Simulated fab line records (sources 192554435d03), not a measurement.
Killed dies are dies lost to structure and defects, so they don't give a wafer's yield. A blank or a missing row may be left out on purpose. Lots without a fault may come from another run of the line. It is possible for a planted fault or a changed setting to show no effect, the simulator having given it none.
Chamber matching ; flow n5-finfet ; pecvd-02 running N5_BEOL_M12_DEP_53: 3 sister chambers
The step deposits SiCN from 3MS/NH3, target thk 30 nm, time 10.5 s. 3 wafers are shown with their chamber, then 11 later ones without.

== WAFERS, EACH WITH ITS CHAMBER ==
wafer;chamber;throttle-valve-pct (%)
L088.2;0;17.8
L088.3;1;19.3
L090.1;2;17.7

== WAFERS MISSING THEIR CHAMBER ==
wafer;throttle-valve-pct (%)
L090.5;17.9
L090.6;19.4
L092.1;19.3
L092.2;18.1
L092.4;19.5
L094.2;18.2
L094.5;17.8
L094.6;19.3
L097.1;19.1
L097.2;18.0
L097.6;19.2

== WHICH CHAMBER EACH ONE RAN IN ==
wafer;from the rows above;in truth
L090.5;can't be placed: 0 or 2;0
L090.6;1;1
L092.1;1;1
L092.2;can't be placed: 0 or 2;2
L092.4;1;1
L094.2;can't be placed: 0 or 2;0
L094.5;can't be placed: 0 or 2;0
L094.6;1;1
L097.1;1;1
L097.2;can't be placed: 0 or 2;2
L097.6;1;1
6 of 11 placed correctly. Not placeable from these rows: 5 (in 5, the candidates include the true chamber). 0 placed wrongly.
How it was worked out, from the rows above alone: a wafer's distance from a chamber is the root of the sum, over the readings, of the square of ((its reading less the chamber's mean) divided by the reading's scatter). If the next closest chamber is less than 2 further off than the closest, the wafer can't be placed; otherwise it belongs to the closest. A chamber's mean is the mean of its shown wafers. The scatter: with one shown wafer a chamber, the root of the mean of the squares of how far each hidden wafer lies from its nearest shown one.
